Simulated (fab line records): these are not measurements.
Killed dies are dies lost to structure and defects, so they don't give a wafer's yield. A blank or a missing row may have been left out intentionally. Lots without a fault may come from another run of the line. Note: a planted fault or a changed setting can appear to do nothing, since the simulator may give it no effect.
fab line records ; flow n5Finfet
record lots=7; wafers=21
route steps=1938 shown PASSIVATION@1929
startH: the number of hours between the record's first day and the start of the first shown wafer of the lot ; waitH: hours since the lot's step before ; " repeats the value in the row above ; L1.1+2: a row that stands for several wafers ; - no value, or no start was given ; * or withheld: withheld ; < > ~ a bound
route shown NAME@n: a module of which the file shows steps, and the number in the route of the first ; usual: mean and standard deviation over wafers with no fault ; same: alike in all rows ; chamber/n: place in a boat ; sites: per-site readings ; _std_site: their standard deviation ; _edge_site: the outer-site mean with the inner-site mean subtracted ; radiusMm: for every site, how far away it sits from the centre of the wafer ; mask NAME#n: copy n ; behind: tool/chamber where the wafer was last shaped ; hold: reason for holding the lot/hours on hold/outcome of the hold ; device: names the non-switching transistor (n, p or np) ; end of line: tests of these same wafers at the route's end ; for a step that has no rows: nothing shown but its recipe ; killed: the dies lost at the first sort to structure and to defects; this is not the yield of the wafer ; map: the dies of a wafer, with x for killed, . for not killed, _ for no die there
set.NAME: the run value of the setting; set.NAME@STEP: its run value at that earlier step ; model.NAME: the simulator's own value behind a step, which no gauge read
lots whose settings were changed on purpose; a table a step, a row a wafer
## steps
# step N5_PASSIVATION_PASS_ETCH_47
# recipe chemistry=CF4/O2; target=SiNx; targetDepthA=7700; timeS=385; ionEnergyEv=100; pressureMtorr=40; sourceW=535; biasW=49; Ar_flow_sccm=100; cf4FlowSccm=100; O2_flow_sccm=10
lot.wafer;tool;chamber;startH;waitH;set.timeS;model.etch.depthNm
L083.1;rieDiel-05;0;309.11;0.0;385;774.8
L083.2;rieDiel-05;2;309.11;0.0;385;798.1
L083.6;rieDiel-05;3;309.11;0.0;437.4;883.1
L084.1;rieDiel-01;3;330.09;0.0;385;766.9
L084.5;rieDiel-01;3;330.09;0.0;385;761.1
L084.6;rieDiel-01;2;330.09;0.0;425.4;860
L085.1;rieDiel-06;3;335.18;0.0;385;770.2
L085.2;rieDiel-06;0;335.18;0.0;307.5;618.4
L085.4;rieDiel-06;2;335.18;0.0;307.5;620.6
L089.3;rieDiel-05;0;353.41;0.0;385;759.9
L089.4;rieDiel-05;3;353.41;0.0;385;769.4
L089.6;rieDiel-05;2;353.41;0.0;385;783.8
L090.2;rieDiel-01;1;359.75;0.0;352.8;708.1
L090.4;rieDiel-01;3;359.75;0.0;385;764.5
L090.5;rieDiel-01;2;359.75;0.0;385;776.5
L092.1;rieDiel-06;2;384.22;0.0;385;773.9
L092.3;rieDiel-06;1;384.22;0.0;385;762.6
L092.5;rieDiel-06;3;384.22;0.0;325.9;646.3
L095.2;rieDiel-05;1;387.03;0.0;385;781.2
L095.5;rieDiel-05;0;387.03;0.0;442.8;873
L095.6;rieDiel-05;1;387.03;0.0;442.8;887.3
# step N5_PASSIVATION_ETCH_54
# recipe chemistry=CHF3/O2; target=SiO2; targetDepthA=8800; CHF3_flow_sccm=50; O2_flow_sccm=5; Ar_flow_sccm=200; timeS=440; maskMaterial=PR; pressureMtorr=30; sourceW=650; biasW=170; ionEnergyEv=200
# step N5_PASSIVATION_STRIP_48
# recipe chemistry=O2; powerW=600; tempC=60; pressureMtorr=30; rfFrequencyHz=6e+07; biasPowerW=0; overashFraction=0.5; o2FlowSccm=225
# step N5_PASSIVATION_SRD_72
# recipe dry=ipaMarangoni; timeS=30; tempC=23; rinseLiquid=diw
# step N5_PASSIVATION_ANNEAL_56
# recipe tempC=400; timeS=1800; ambient=FGA; idleTempC=300; rampUpCPerMin=5; rampDownCPerMin=3
# step N5_PASSIVATION_PROBE_49
# usual defectLimitedYield=91.5/1.3; killed_at_M0_to_M3=33/11; killed_at_M4_up=14/5.3; killedAtContacts=11/6.3; killedAtFrontEnd=38/10; killedAtOther=3.7/2.8; killedDies=101/16; killedOpen=67/12; killedShort=32/7.4; sort_bin_4_leakage=0/0; sort_bin_5_function=5.0/0.86; sort_bin_6_memory=3.2/0.69; sortNPass=1079/16; sortYieldPct=91.5/1.3
# same grossDies=1180; killedAtBackSide=0; sort_bin_8_speed[%]=0
lot.wafer;tool;chamber;startH;waitH;set.timeS@PASSIVATION_PASS_ETCH_47;defectLimitedYield[%];killed_at_M0_to_M3;killed_at_M4_up;killedAtContacts;killedAtFrontEnd;killedAtOther;killedDies;killedOpen;killedShort;sort_bin_4_leakage[%];sort_bin_5_function[%];sort_bin_6_memory[%];sortNPass;sortYieldPct[%]
L083.1;prober-02;-;312.13;0.0;385;90.9;56;13;8;27;3;107;53;20;0;5.5;3.0;1073;90.9
L083.2;prober-02;-;312.18;0.1;385;88.7;73;8;10;35;7;133;67;34;0;7.0;3.9;1047;88.7
L083.6;prober-02;-;312.38;0.3;437.4;89.5;40;10;17;47;10;124;82;40;3.05;5.4;4.7;1020;86.4
L084.1;prober-02;-;333.10;0.0;385;91.7;32;13;15;38;0;98;70;26;0;5.2;2.9;1082;91.7
L084.5;prober-02;-;333.30;0.2;385;90.8;24;22;11;46;5;108;77;28;0;5.3;3.5;1072;90.8
L084.6;prober-02;-;333.35;0.3;425.4;92.2;29;6;2;52;3;92;56;35;0;4.4;2.8;1088;92.2
L085.1;prober-02;-;338.59;0.0;385;94.5;15;19;5;26;0;65;39;21;10.00;2.5;2.2;997;84.5
L085.2;prober-02;-;338.64;0.1;307.5;1.2;18;11;16;56;1065;1166;59;41;0;95.0;3.6;14;1.2
L085.4;prober-02;-;338.74;0.2;307.5;4.4;18;15;7;37;1051;1128;59;18;0;92.9;2.5;52;4.4
L089.3;prober-01;-;356.51;0.1;385;91.9;20;13;5;50;7;95;66;27;0;5.5;2.0;1085;91.9
L089.4;prober-01;-;356.56;0.2;385;92.7;23;10;8;44;1;86;60;25;0;4.2;3.0;1094;92.7
L089.6;prober-01;-;356.66;0.3;385;90.8;22;17;5;56;8;108;73;34;0;5.5;3.6;1072;90.8
L090.2;prober-02;-;362.82;0.1;352.8;9.4;1017;9;7;31;5;1069;74;37;0;65.8;15.9;111;9.4
L090.4;prober-02;-;362.92;0.2;385;9.5;1025;7;2;28;6;1068;57;34;0;65.0;15.2;112;9.5
L090.5;prober-02;-;362.97;0.2;385;90.3;38;10;10;53;4;115;79;33;0;5.4;3.9;1065;90.3
L092.1;prober-02;-;387.24;0.0;385;51.4;49;18;9;495;2;573;88;24;0.08;44.7;3.4;607;51.4
L092.3;prober-02;-;387.34;0.1;385;91.3;49;13;6;33;2;103;62;40;0;5.8;2.8;1077;91.3
L092.5;prober-02;-;387.44;0.2;325.9;21.1;26;11;8;294;592;931;57;14;0.08;77.4;1.4;249;21.1
L095.2;prober-02;-;390.09;0.1;385;0;1101;16;22;37;4;1180;60;43;0;41.3;3.5;0;0
L095.5;prober-02;-;390.24;0.2;442.8;0;1107;22;9;38;4;1180;77;39;0;43.2;3.2;0;0
L095.6;prober-02;-;390.29;0.3;442.8;89.0;57;20;17;30;6;130;91;37;0;7.7;3.2;1050;89.0
# killed by level:class
L083.1 BEOL_M2:areaExpose=30 BEOL_M3:geometricParticle:open=8 BEOL_M2:geometricParticle:open=7 STI_FIN_REVEAL:geometricParticle:open=6 MOL_CONTACT_COAG:geometricParticle:open=6 FIN_SAQP:geometricParticle:open=5 FIN_SAQP:geometricParticle:short=4 BEOL_M5:geometricParticle:open=4
L083.2 BEOL_M2:areaExpose=32 BEOL_M3:geometricParticle:open=18 FIN_SAQP:geometricParticle:short=10 MOL_CONTACT_COAG:geometricParticle:open=9 STI_FIN_REVEAL:geometricParticle:open=8 BEOL_M0_SAQP:geometricParticle:open=6 BEOL_M0_SAQP:geometricParticle:short=5 GATE_CUT:geometricParticle:short=4
L083.6 FIN_SAQP:geometricParticle:open=14 MOL_CONTACT_COAG:geometricParticle:open=14 BEOL_M3:geometricParticle:open=14 FIN_SAQP:geometricParticle:short=9 BEOL_M4:geometricParticle:open=7 BEOL_M1:geometricParticle:open=6 BEOL_M2:geometricParticle:open=6 STI_FIN_REVEAL:geometricParticle:open=5
L084.1 MOL_CONTACT_COAG:geometricParticle:open=14 BEOL_M2:geometricParticle:open=9 BEOL_M4:geometricParticle:open=9 BEOL_M0_SAQP:geometricParticle:short=8 FIN_SAQP:geometricParticle:open=7 STI_FIN_REVEAL:geometricParticle:open=7 BEOL_M0_SAQP:geometricParticle:open=7 FIN_SAQP:geometricParticle:short=5
L084.5 BEOL_M4:geometricParticle:open=14 STI_FIN_REVEAL:geometricParticle:open=11 BEOL_M3:geometricParticle:open=9 MOL_CONTACT_COAG:geometricParticle:open=8 DUMMY_GATE:geometricParticle:open=6 FIN_SAQP:geometricParticle:short=5 GATE_CUT:geometricParticle:short=4 BEOL_M2:geometricParticle:open=4
L084.6 FIN_SAQP:geometricParticle:short=18 BEOL_M2:geometricParticle:open=15 STI_FIN_REVEAL:geometricParticle:open=10 FIN_SAQP:geometricParticle:open=6 BEOL_M3:geometricParticle:open=5 DUMMY_GATE:geometricParticle:open=3 ILD0:geometricParticle:open=3 BEOL_M4:geometricParticle:open=3
L085.1 STI_FIN_REVEAL:geometricParticle:open=5 BEOL_M4:geometricParticle:open=5 STARTING-WAFER:geometricParticle:open=5 FIN_SAQP:geometricParticle:open=4 BEOL_M1:geometricParticle:open=4 BEOL_M4:geometricParticle:short=4 MOL_CONTACT_COAG:geometricParticle:open=3 BEOL_M10:areaExpose=3
L085.2 PASSIVATION:areaEtch=1062 FIN_SAQP:geometricParticle:short=13 STI_FIN_REVEAL:geometricParticle:open=13 MOL_CONTACT_COAG:geometricParticle:open=12 FIN_SAQP:geometricParticle:open=11 BEOL_M4:geometricParticle:short=5 BEOL_M2:geometricParticle:open=4 STI_FIN_REVEAL:geometricParticle:short=4
L085.4 PASSIVATION:areaEtch=1049 STI_FIN_REVEAL:geometricParticle:open=9 BEOL_M4:geometricParticle:open=8 MOL_CONTACT_COAG:geometricParticle:open=7 BEOL_M1:geometricParticle:open=6 GATE_CUT:geometricParticle:open=6 FIN_SAQP:geometricParticle:open=5 GATE_CUT:geometricParticle:short=5
L089.3 FIN_SAQP:geometricParticle:open=16 STI_FIN_REVEAL:geometricParticle:open=11 FIN_SAQP:geometricParticle:short=8 BEOL_M2:geometricParticle:open=8 STARTING-WAFER:geometricParticle:short=5 MOL_CONTACT_COAG:geometricParticle:open=5 BEOL_M0_SAQP:geometricParticle:open=5 BEOL_M4:geometricParticle:open=4
L089.4 STI_FIN_REVEAL:geometricParticle:open=13 FIN_SAQP:geometricParticle:short=10 FIN_SAQP:geometricParticle:open=9 BEOL_M3:geometricParticle:open=9 MOL_CONTACT_COAG:geometricParticle:open=6 BEOL_M2:geometricParticle:open=6 BEOL_M0_SAQP:geometricParticle:open=5 STI_FIN_REVEAL:geometricParticle:short=3
L089.6 FIN_SAQP:geometricParticle:open=14 STI_FIN_REVEAL:geometricParticle:open=11 FIN_SAQP:geometricParticle:short=8 BEOL_M3:geometricParticle:open=8 BEOL_M4:geometricParticle:open=6 MOL_CONTACT_COAG:geometricParticle:open=5 BEOL_M4:geometricParticle:short=5 MIM_TOP:geometricParticle:short=5
L090.2 BEOL_M2:areaExpose=956 BEOL_M0_SAQP:geometricParticle:open=18 STI_FIN_REVEAL:geometricParticle:open=16 BEOL_M0_SAQP:geometricParticle:short=16 BEOL_M3:geometricParticle:open=10 MOL_CONTACT_COAG:geometricParticle:open=7 ILD0:geometricParticle:short=5 BEOL_M2:geometricParticle:open=5
L090.4 BEOL_M2:areaExpose=976 STI_FIN_REVEAL:geometricParticle:open=11 BEOL_M3:geometricParticle:open=11 BEOL_M0_SAQP:geometricParticle:short=10 BEOL_M0_SAQP:geometricParticle:open=9 FIN_SAQP:geometricParticle:short=5 BEOL_M0:geometricParticle:open=5 BEOL_M1:geometricParticle:open=4
L090.5 STI_FIN_REVEAL:geometricParticle:open=20 BEOL_M0_SAQP:geometricParticle:short=12 BEOL_M3:geometricParticle:open=11 MOL_CONTACT_COAG:geometricParticle:open=10 FIN_SAQP:geometricParticle:short=9 FIN_SAQP:geometricParticle:open=6 BEOL_M0_SAQP:geometricParticle:open=6 BEOL_M1:geometricParticle:open=5
L092.1 SD_EPI_P:areaEtch=458 BEOL_M2:geometricParticle:open=16 STI_FIN_REVEAL:geometricParticle:open=13 BEOL_M4:geometricParticle:open=9 BEOL_M3:geometricParticle:open=9 MOL_CONTACT_COAG:geometricParticle:open=8 DUMMY_GATE:geometricParticle:open=7 BEOL_M0_SAQP:geometricParticle:open=6
L092.3 BEOL_M2:geometricParticle:open=16 BEOL_M0_SAQP:geometricParticle:short=11 FIN_SAQP:geometricParticle:open=8 FIN_SAQP:geometricParticle:short=6 BEOL_M0_SAQP:geometricParticle:open=5 BEOL_M3:geometricParticle:open=5 MOL_CONTACT_COAG:geometricParticle:open=5 STARTING-WAFER:geometricParticle:short=5
L092.5 PASSIVATION:areaEtch=590 SD_EPI_P:areaEtch=267 BEOL_M2:geometricParticle:open=13 FIN_SAQP:geometricParticle:open=7 MOL_CONTACT_COAG:geometricParticle:open=6 BEOL_M5:geometricParticle:open=6 STI_FIN_REVEAL:geometricParticle:open=5 BEOL_M3:geometricParticle:open=5
L095.2 BEOL_M2:areaExpose=1073 MOL_CONTACT_COAG:geometricParticle:open=14 BEOL_M0_SAQP:geometricParticle:short=10 FIN_SAQP:geometricParticle:open=8 MOL_CONTACT_COAG:geometricParticle:short=8 BEOL_M4:geometricParticle:open=8 BEOL_M0_SAQP:geometricParticle:open=7 STI_FIN_REVEAL:geometricParticle:open=6
L095.5 BEOL_M2:areaExpose=1063 BEOL_M0_SAQP:geometricParticle:short=17 BEOL_M0_SAQP:geometricParticle:open=14 BEOL_M4:geometricParticle:open=14 FIN_SAQP:geometricParticle:open=10 FIN_SAQP:geometricParticle:short=10 MOL_CONTACT_COAG:geometricParticle:open=8 BEOL_M3:geometricParticle:open=5
L095.6 BEOL_M3:geometricParticle:open=13 BEOL_M0_SAQP:geometricParticle:open=13 MOL_CONTACT_COAG:geometricParticle:open=12 BEOL_M0_SAQP:geometricParticle:short=12 BEOL_M4:geometricParticle:open=12 FIN_SAQP:geometricParticle:short=8 BEOL_M1:geometricParticle:open=7 BEOL_M2:geometricParticle:open=7
## key
split step=N5_PASSIVATION_PASS_ETCH_47; setting=timeS; stated=385; by=wafer
response step=N5_PASSIVATION_PASS_ETCH_47; reading=model.etch.depthNm; change=+7.5; per=1%; r=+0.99
response step=N5_PASSIVATION_PROBE_49; reading=killedAtOther; shape=bent; atLowest=1058; atStated=3.8; atHighest=5
response step=N5_PASSIVATION_PROBE_49; reading=sort_bin_4_leakage; shape=bent; atLowest=0; atStated=0.78; atHighest=0
